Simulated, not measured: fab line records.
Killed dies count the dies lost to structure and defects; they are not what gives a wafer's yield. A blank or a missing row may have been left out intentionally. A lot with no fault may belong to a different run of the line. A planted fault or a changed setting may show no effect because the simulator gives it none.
Matching of chambers ; flow n5Finfet ; aldMetal-03 running N5_HKMG_FIN_PWFM_ALD_03: 4 sister chambers
The step deposits TiN, target thk 2 nm, pulse time 1 s, purge time 3 s. 8 wafers are shown with their chamber, then 9 later ones without.

== EACH WAFER AND ITS CHAMBER ==
wafer;chamber;heaterPowerW (W);precursorPulseHeightRel
L081.1;3;941;0.959
L081.4;1;1012;0.993
L081.6;3;945;0.972
L088.1;1;987;1.025
L088.6;2;842;1.006
L091.1;0;709;0.990
L091.4;2;823;0.981
L091.6;0;718;0.970

== WAFERS MISSING THEIR CHAMBER ==
wafer;heaterPowerW (W);precursorPulseHeightRel
L093.3;824;1.007
L093.4;741;1.015
L093.6;974;0.993
L096.1;709;1.008
L096.2;839;0.977
L096.3;946;0.991
L096.4;984;1.000
L096.5;997;1.049
L096.6;822;0.990

== WHICH CHAMBER EACH ONE RAN IN ==
wafer;from the rows above;in truth
L093.3;2;2
L093.4;0;0
L093.6;can't be placed: 1 or 3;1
L096.1;0;0
L096.2;2;2
L096.3;3;3
L096.4;1;1
L096.5;1;1
L096.6;2;2
Correctly placed: 8 of 9. Can't be placed from these rows: 1 (the true chamber is among the candidates in 1). Number placed wrongly: 0.
How it was worked out, from the rows above alone: a wafer's distance from a chamber is the root of the sum, over the readings, of the square of ((its reading less the chamber's mean) divided by the reading's scatter). The wafer belongs to the nearest chamber; if the next one is less than 2 further off, it can't be placed. For every chamber, the mean is computed from those of its wafers that are shown. The scatter: the root of (the sum of the squares of (reading less its chamber's mean) over the shown wafers, divided by (wafers less chambers)).
